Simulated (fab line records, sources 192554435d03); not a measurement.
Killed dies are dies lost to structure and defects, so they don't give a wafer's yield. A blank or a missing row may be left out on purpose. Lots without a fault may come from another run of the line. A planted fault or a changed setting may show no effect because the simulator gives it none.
Which tool did it? | flow n5_finfet | 12 lots, 36 wafers sampled, at 1 step of a route of 1938

WHAT THE GAUGES READ, wafer by wafer
N5_BEOL_M6_THK_MEAS_53: measures by xrf.
lot  | measured     | on            | M6_THK (nm)
L074 | day 9 11:21  | film_metro-01 | 78.4 77.2 79.4
L077 | day 9 20:28  | film_metro-01 | 76.0 77.0 77.1
L079 | day 9 22:32  | film_metro-02 | 78.2 78.6 76.9
L081 | day 10 18:45 | film_metro-02 | 79.9 80.6 78.9
L083 | day 11 14:39 | film_metro-02 | 78.6 82.7 80.0
L085 | day 11 23:10 | film_metro-01 | 78.8 80.7 79.1
L088 | day 12 10:31 | film_metro-02 | 79.2 78.6 80.3
L089 | day 12 13:10 | film_metro-01 | 80.3 81.3 80.4
L092 | day 13 12:43 | film_metro-01 | 77.7 78.3 76.6
L093 | day 13 17:25 | film_metro-02 | 79.0 80.7 78.8
L095 | day 14 02:53 | film_metro-02 | 76.8 76.7 76.6
L097 | day 14 15:14 | film_metro-01 | 79.1 76.9 79.6

WHICH TOOL RAN EACH LOT (tool, then ch and the chambers of the sampled wafers, then the start)
The record holds no process step before these readings.

THE ANSWER, worked out from the rows above alone
Rule: what is usual is taken from the lots themselves. Put in order of their means at a reading, lots are off if they are a third of the lots or fewer, leave a main group of 4 or more, and stand apart from it by a gap of 3 or more times the standard deviation of the main group's means; of several such gaps the widest counts. A main group whose means are all the same, to the digits that the tables above print for the reading, isn't used. A lot without any number at a reading at which 4 lots or more have one is off too. The other lots that the step has rows for count as sound.
No lot is off at any reading shown: from this, nothing can be told.

WHAT THE SIMULATOR HAD PUT IN
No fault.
